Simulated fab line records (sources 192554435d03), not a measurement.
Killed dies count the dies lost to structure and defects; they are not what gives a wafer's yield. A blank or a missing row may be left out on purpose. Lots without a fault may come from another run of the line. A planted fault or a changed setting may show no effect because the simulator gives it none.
A lot that was struck, set against a sound lot ; flow n5_finfet ; 34 steps out of a route of 1938
Sound: these wafers, L232.1, L232.5, L232.6. Wafers struck: L223.4, L223.5, L223.6. Last of all comes the cause.
For every step that has rows: the tool of each side, followed by ch and its chambers, followed by its first start. Under that, the readings that differ: sound wafers ; struck wafers ; difference of the means ; sigmas: that difference in standard deviations of wafers without a fault.
alike: readings with means less than 2 such deviations apart, plus words and numbers identical on both sides. not compared: withheld readings, readings lacking a value on some wafer, bounds such as >300 that could conceal the same value, and numbers that have no deviation in the record and whose values overlap.
The two part at a step that has a row with sigmas, a row that says differs or no value, or rows on one side only. Numbers that have no deviation but don't overlap get no sigmas and don't part them. A reading missing from all wafers of one side parts the sides only when that side holds two or more wafers.

first, 9 steps without rows for these wafers: N5_BEOL_M2_ILD_DEP_00 (deposits SiOC from DEMS/O2, target thk 79 nm, time 15.3 s); N5_BEOL_M2_PECVD_72 (deposits SiO2 from TEOS/O2, target thk 16 nm, time 18 s); N5_BEOL_M2_HM_DEP_02 (deposits TiN, target thk 20 nm); N5_BEOL_M2_COAT_61 (time 60 s, resist thk 60 nm); N5_BEOL_M2_COAT_62 (time 60 s, resist thk 12 nm); N5_BEOL_M2_COAT_73 (time 60 s, resist thk 5 nm); N5_BEOL_M2_COAT_05 (resist thk 30 nm); N5_BEOL_M2_EBR_07; N5_BEOL_M2_SOFTBAKE_06 (time 60 s).
N5_BEOL_M2_EXPOSE_08: exposes mask M2.
  sound on euv_scanner-02 ch 0, day 11 16:05; struck on euv_scanner-01 ch 0, day 9 20:26
  alike: mask
then, 3 steps without rows for these wafers: N5_BEOL_M2_PEB_09 (peb time 60 s); N5_BEOL_M2_DEVELOP_10 (develop time 30 s); N5_BEOL_M2_DESCUM_16 (chemistry O2, time 7 s).
N5_BEOL_M2_ETCH_74: etches underlayer in N2/H2, target depth 6.5 nm, time 5.2 s.
  sound on rie_diel-05 ch 1,2, day 11 16:22; struck on rie_diel-04 ch 0,1,2, day 9 20:42
reading;sound;struck;difference;sigmas
model.BEOL_M2.cd_offset_nm (nm);0 0 0;-0.6 -0.6 -0.6;-0.6;
  alike: drypump_motor_current_A, etch_rf_on_time_s, oes_product_au, rf_vpp_V, showerhead_plenum_p_Torr, throttle_valve_pct
  not compared: rf_hours_counter_h
then, 1 step without rows for these wafers: N5_BEOL_M2_ETCH_63 (etches SiARC in CF4, target depth 15.6 nm, time 26 s).
N5_BEOL_M2_ETCH_64: etches SOC in N2/H2, target depth 75 nm, overetch 22.5 nm, time 121.9 s.
  sound on rie_diel-05 ch 1,2, day 11 16:25; struck on rie_diel-04 ch 0,1,2, day 9 20:45
reading;sound;struck;difference;sigmas
model.BEOL_M2.cd_offset_nm (nm);0.2 0.4 0.2;-0.2 -0.8 -0.8;-0.9;
  alike: drypump_motor_current_A, oes_product_au, rf_vpp_V, showerhead_plenum_p_Torr, throttle_valve_pct
  not compared: rf_hours_counter_h
then, 16 steps without rows for these wafers: N5_BEOL_M2_STRIP_65 (strips in N2/H2); N5_BEOL_M2_STRIP_75 (strips in N2/H2); N5_BEOL_M2_STRIP_66 (strips in CF4); N5_BEOL_M2_HM_OPEN_17 (chemistry Cl2/BCl3, target TiN, target depth 20 nm, overetch 6 nm); N5_BEOL_M2_STRIP_19 (strips in O2); N5_BEOL_M2_COAT_67 (time 60 s, resist thk 60 nm); N5_BEOL_M2_COAT_68 (time 60 s, resist thk 12 nm); N5_BEOL_M2_COAT_76 (time 60 s, resist thk 5 nm); N5_BEOL_M2_COAT_22 (resist thk 30 nm); N5_BEOL_M2_EBR_24; N5_BEOL_M2_SOFTBAKE_23 (time 60 s); N5_BEOL_M2_EXPOSE_25 (exposes mask V1, defocus 5 nm); N5_BEOL_M2_PEB_26 (peb time 60 s); N5_BEOL_M2_DEVELOP_27 (develop time 30 s); N5_BEOL_M2_DESCUM_33 (chemistry O2, time 7 s); N5_BEOL_M2_ETCH_77 (etches underlayer in N2/H2, target depth 6.5 nm, time 5.2 s).
N5_BEOL_M4_RC_MEAS_101:
  the record has rows for the sound wafers here (prober-01 ch 0, day 12 23:47) and none for the struck ones
-- a jump in the record: the struck wafers' starts before and after are 6 days apart (it breaks off in module BEOL_M4 and resumes in module PASSIVATION, where the first step shown is number 1936 of the route) --
N5_PASSIVATION_PROBE_49:
  record: rows for the struck wafers here (prober-01, day 15 15:43), none for the sound ones

## WHERE THEY PART
Earliest at N5_BEOL_M4_RC_MEAS_101; latest, in this record, at N5_PASSIVATION_PROBE_49.

WHY: what had been put in by the simulator
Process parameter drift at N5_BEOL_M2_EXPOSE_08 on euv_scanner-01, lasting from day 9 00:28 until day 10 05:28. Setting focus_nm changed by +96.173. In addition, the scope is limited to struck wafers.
